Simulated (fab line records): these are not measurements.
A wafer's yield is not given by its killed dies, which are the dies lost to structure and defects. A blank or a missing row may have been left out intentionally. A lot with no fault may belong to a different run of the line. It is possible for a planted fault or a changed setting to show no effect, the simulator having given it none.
Which tool is to blame? + flow nandHarc + 12 lots with 36 wafers sampled at 5 steps, on a route of 1302 steps

== WHAT THE GAUGES SHOWED, per wafer ==
NHARC_END_SORT_01. Usual: defectLimitedYield 89.8 % (standard deviation 2.9); killedAtArray 65 (standard deviation 19); killedAtOther 0.9 (standard deviation 1.1); killedAtPeriphery 3.5 (standard deviation 2.3); killedDies 69 (standard deviation 19); killedOpen 3.2 (standard deviation 1.8); killedShort 2.4 (standard deviation 1.5).
| lot  | measured     | on        | defectLimitedYield (%) | killedAtArray | killedAtOther | killedAtPeriphery | killedDies | killedOpen | killedShort | flag |
|------|--------------|-----------|------------------------|---------------|---------------|-------------------|------------|------------|-------------|------|
| L733 | day 25 01:29 | prober-02 | 92.2 93.4 94.1         | 50 34 32      | 0 1 0         | 3 10 8            | 53 45 40   | 2 3 5      | 4 4 1       |      |
| L742 | day 29 12:40 | prober-02 | 87.1 75.9 86.4         | 84 83 87      | 0 77 2        | 3 3 3             | 87 163 92  | 4 7 7      | 2 4 0       | OFF  |
| L743 | day 29 04:04 | prober-02 | 79.6 90.8 81.8         | 58 60 43      | 79 1 78       | 1 1 2             | 138 62 123 | 1 2 2      | 3 6 1       | OFF  |
| L752 | day 33 11:55 | prober-02 | 90.4 89.5 90.4         | 59 64 65      | 2 2 0         | 4 5 0             | 65 71 65   | 7 6 3      | 2 1 5       |      |
| L753 | day 33 04:07 | prober-01 | 87.9                   | 75            | 3             | 4                 | 82         | 5          | 3           |      |
| L755 | day 34 01:14 | prober-01 | 90.8                   | 59            | 1             | 2                 | 62         | 0          | 3           |      |

== WHAT TOOL EACH LOT RAN ON (gives the tool, then ch and the chambers of the sampled wafers, and finally the start) ==
| lot  | NHARC_THIN_TSV_DESCUM_14          | NHARC_THIN_TSV_DEP_47           | NHARC_THIN_TSV_PVD_51                  | NHARC_THIN_TSV_ETCH_59           |
|------|-----------------------------------|---------------------------------|----------------------------------------|----------------------------------|
| L733 | rieDiel-01 ch 0,3, day 24 02:39   | pecvd-04 ch 1,2, day 24 04:25   | pvdSputter-02, day 24 08:56 or earlier | rieMetal-03 ch 0,1, day 24 08:56 |
| L732 | rieDiel-10 ch 0,1,2, day 24 03:44 | pecvd-04 ch 0,2, day 24 05:31   | pvdSputter-02, day 24 09:46 or earlier | rieMetal-01 ch 0, day 24 09:46   |
| L734 | rieDiel-10 ch 0,1,2, day 24 20:40 | pecvd-03 ch 0,1, day 24 22:24   | pvdSputter-03, day 25 02:50 or earlier | rieMetal-03 ch 0,1, day 25 02:50 |
| L736 | rieDiel-01 ch 1,2,3, day 25 16:56 | pecvd-04 ch 0,1,2, day 25 18:58 | pvdSputter-02, day 25 23:17 or earlier | rieMetal-01 ch 0,1, day 25 23:17 |
| L742 | rieDiel-10 ch 0,2,3, day 28 14:17 | pecvd-04 ch 0,1,2, day 28 15:58 | pvdSputter-01, day 28 20:11 or earlier | rieMetal-01 ch 0, day 28 20:11   |
| L743 | rieDiel-10 ch 1,2, day 28 15:29   | pecvd-04 ch 0,2, day 28 17:23   | pvdSputter-01, day 28 21:43 or earlier | rieMetal-02 ch 0,1, day 28 21:43 |
| L750 | rieDiel-10 ch 0,1, day 32 02:43   | pecvd-02 ch 0,2, day 32 04:23   | pvdSputter-01, day 32 08:38 or earlier | rieMetal-03 ch 0,1, day 32 08:38 |
| L751 | rieDiel-02 ch 0,1, day 32 13:03   | pecvd-02 ch 1,2, day 32 15:04   | pvdSputter-01, day 32 19:20 or earlier | rieMetal-01 ch 0,1, day 32 19:20 |
| L752 | rieDiel-01 ch 1,2,3, day 32 14:13 | pecvd-04 ch 0,1, day 32 15:55   | pvdSputter-03, day 32 20:11 or earlier | rieMetal-02 ch 1, day 32 20:11   |
| L753 | rieDiel-01 ch 0,2,3, day 32 15:35 | pecvd-04 ch 0,1,2, day 32 17:16 | pvdSputter-03, day 32 21:38 or earlier | rieMetal-01 ch 0,1, day 32 21:38 |
| L755 | rieDiel-02 ch 0,1,2, day 33 10:10 | pecvd-04 ch 0,1,2, day 33 12:04 | pvdSputter-03, day 33 16:32 or earlier | rieMetal-01 ch 0,1, day 33 16:32 |
| L754 | rieDiel-01 ch 0,1, day 33 11:29   | pecvd-04 ch 0,1, day 33 13:18   | pvdSputter-01, day 33 17:48 or earlier | rieMetal-03 ch 0,1, day 33 17:48 |
- NHARC_THIN_TSV_DESCUM_14: chemistry O2, time 3 s.
- NHARC_THIN_TSV_DEP_47: deposits SiO2, target thk 200 nm.
- NHARC_THIN_TSV_PVD_51: deposits Cu, target thk 100 nm.
- NHARC_THIN_TSV_ETCH_59: etches the open film in Cl2/BCl3, target depth 880 nm, time 138.1 s.

== WHAT THE TOOLS THEMSELVES READ (means of the sampled wafers that have a number; where no wafer has one, the mark that the record gives instead) ==
NHARC_THIN_TSV_DESCUM_14. Usual: drypumpMotorCurrentA 5.7 A, standard deviation 0.33; oesProductAu 1.000 a.u., standard deviation 0.0091; rfVppV 57.6 V, standard deviation 0.97; showerheadPlenumPTorr 1.90 Torr, standard deviation 0.056; throttleValvePct 11.309 %, standard deviation 0.009.
| lot  | tool       | drypumpMotorCurrentA (A) | oesProductAu (a.u.) | rfVppV (V) | showerheadPlenumPTorr (Torr) | throttleValvePct (%) | flag |
|------|------------|--------------------------|---------------------|------------|------------------------------|----------------------|------|
| L733 | rieDiel-01 | 5.9                      | 0.998               | 57.6       | 1.86                         | 11.313               |      |
| L732 | rieDiel-10 | 5.9                      | 0.995               | 56.7       | 1.92                         | 11.308               |      |
| L734 | rieDiel-10 | 5.9                      | 0.995               | 57.8       | 1.92                         | 11.304               |      |
| L736 | rieDiel-01 | 5.5                      | 0.992               | 57.6       | 1.89                         | 11.309               |      |
| L742 | rieDiel-10 | 5.8                      | 1.000               | 57.8       | 1.93                         | 11.316               |      |
| L743 | rieDiel-10 | 5.7                      | 0.995               | 57.3       | 1.90                         | 11.314               |      |
| L750 | rieDiel-10 | 6.0                      | 0.990               | 57.4       | 1.95                         | 11.311               |      |
| L751 | rieDiel-02 | 5.9                      | 0.992               | 57.9       | 1.91                         | 11.311               |      |
| L752 | rieDiel-01 | 5.5                      | 1.000               | 57.3       | 1.89                         | 11.308               |      |
| L753 | rieDiel-01 | 5.7                      | 0.998               | 58.1       | 1.90                         | 11.297               |      |
| L755 | rieDiel-02 | 5.7                      | 0.996               | 58.1       | 1.90                         | 11.311               |      |
| L754 | rieDiel-01 | 5.6                      | 1.008               | 57.1       | 1.81                         | 11.311               |      |

NHARC_THIN_TSV_DEP_47. Usual: flowSccm 2650 sccm, standard deviation 7.9; throttleValvePct 16.0 %, standard deviation 0.51.
| lot  | tool     | flowSccm (sccm) | throttleValvePct (%) | flag |
|------|----------|-----------------|----------------------|------|
| L733 | pecvd-04 | 2659            | 15.7                 |      |
| L732 | pecvd-04 | 2647            | 16.3                 |      |
| L734 | pecvd-03 | 2656            | 16.1                 |      |
| L736 | pecvd-04 | 2650            | 16.0                 |      |
| L742 | pecvd-04 | 2654            | 15.7                 |      |
| L743 | pecvd-04 | 2645            | 16.0                 |      |
| L750 | pecvd-02 | 2656            | 16.5                 |      |
| L751 | pecvd-02 | 2646            | 17.0                 |      |
| L752 | pecvd-04 | 2643            | 16.0                 |      |
| L753 | pecvd-04 | 2654            | 16.1                 |      |
| L755 | pecvd-04 | 2649            | 16.1                 |      |
| L754 | pecvd-04 | 2648            | 15.6                 |      |

NHARC_THIN_TSV_PVD_51. Usual: throttleValvePct at 29.8 %, with a standard deviation of 0.87.
| lot  | tool          | throttleValvePct (%) | flag |
|------|---------------|----------------------|------|
| L733 | pvdSputter-02 | 29.7                 |      |
| L732 | pvdSputter-02 | 29.9                 |      |
| L734 | pvdSputter-03 | 29.5                 |      |
| L736 | pvdSputter-02 | 29.8                 |      |
| L742 | pvdSputter-01 | 29.5                 |      |
| L743 | pvdSputter-01 | 30.4                 |      |
| L750 | pvdSputter-01 | 29.8                 |      |
| L751 | pvdSputter-01 | 29.7                 |      |
| L752 | pvdSputter-03 | 29.6                 |      |
| L753 | pvdSputter-03 | 28.6                 |      |
| L755 | pvdSputter-03 | 29.8                 |      |
| L754 | pvdSputter-01 | 30.3                 |      |

NHARC_THIN_TSV_ETCH_59. Usual: drypumpMotorCurrentA 5.4 A, standard deviation 0.51; oesProductAu 0.999 a.u., standard deviation 0.0073; throttleValvePct 22.264 %, standard deviation 0.0092.
| lot  | tool        | drypumpMotorCurrentA (A) | oesProductAu (a.u.) | throttleValvePct (%) | flag |
|------|-------------|--------------------------|---------------------|----------------------|------|
| L733 | rieMetal-03 | 5.6                      | 0.998               | 22.265               |      |
| L732 | rieMetal-01 | 5.0                      | 1.003               | 22.260               |      |
| L734 | rieMetal-03 | 5.9                      | 0.997               | 22.269               |      |
| L736 | rieMetal-01 | 5.3                      | 1.001               | 22.271               |      |
| L742 | rieMetal-01 | 5.0                      | 1.002               | 22.263               |      |
| L743 | rieMetal-02 | 4.8                      | 1.000               | 22.271               |      |
| L750 | rieMetal-03 | 5.6                      | 0.996               | 22.249               |      |
| L751 | rieMetal-01 | 5.6                      | 0.996               | 22.266               |      |
| L752 | rieMetal-02 | 4.8                      | 0.999               | 22.271               |      |
| L753 | rieMetal-01 | 5.6                      | 1.001               | 22.264               |      |
| L755 | rieMetal-01 | 5.6                      | 0.996               | 22.264               |      |
| L754 | rieMetal-03 | 5.8                      | 1.006               | 22.258               |      |

== THE ANSWER, worked out from the rows above alone ==
Rule: lot off if the mean of its wafers having a number is beyond 3 standard deviations from the usual mean. Also off: a lot with no number at a reading for which 4 or more lots have one. The other lots that the step has rows for count as sound. First the gauges in route order, then the tools' own readings, where a lot's mean is used as printed above. At the first step where some lot is off, the reading lying furthest off is the one used; lots without a number count as furthest.
Off at NHARC_END_SORT_01 (killedAtOther): L742, L743. Neither off nor sound, because the step has no rows for them: L732, L734, L736, L750, L751, L754.
If a tool, at a process step before that reading, ran all the lots that are off and no sound lot after the first of them, it fits. The gauges at NHARC_END_SORT_01 are tried like those tools. With no start given for some of its lots, NHARC_THIN_TSV_PVD_51 uses the hours and lot order of NHARC_THIN_TSV_ETCH_59. 2 tools fit, rieDiel-10 at NHARC_THIN_TSV_DESCUM_14 and pvdSputter-01 at NHARC_THIN_TSV_PVD_51, so this cannot tell which one it is.

== WHAT THE SIMULATOR HAD INSERTED ==
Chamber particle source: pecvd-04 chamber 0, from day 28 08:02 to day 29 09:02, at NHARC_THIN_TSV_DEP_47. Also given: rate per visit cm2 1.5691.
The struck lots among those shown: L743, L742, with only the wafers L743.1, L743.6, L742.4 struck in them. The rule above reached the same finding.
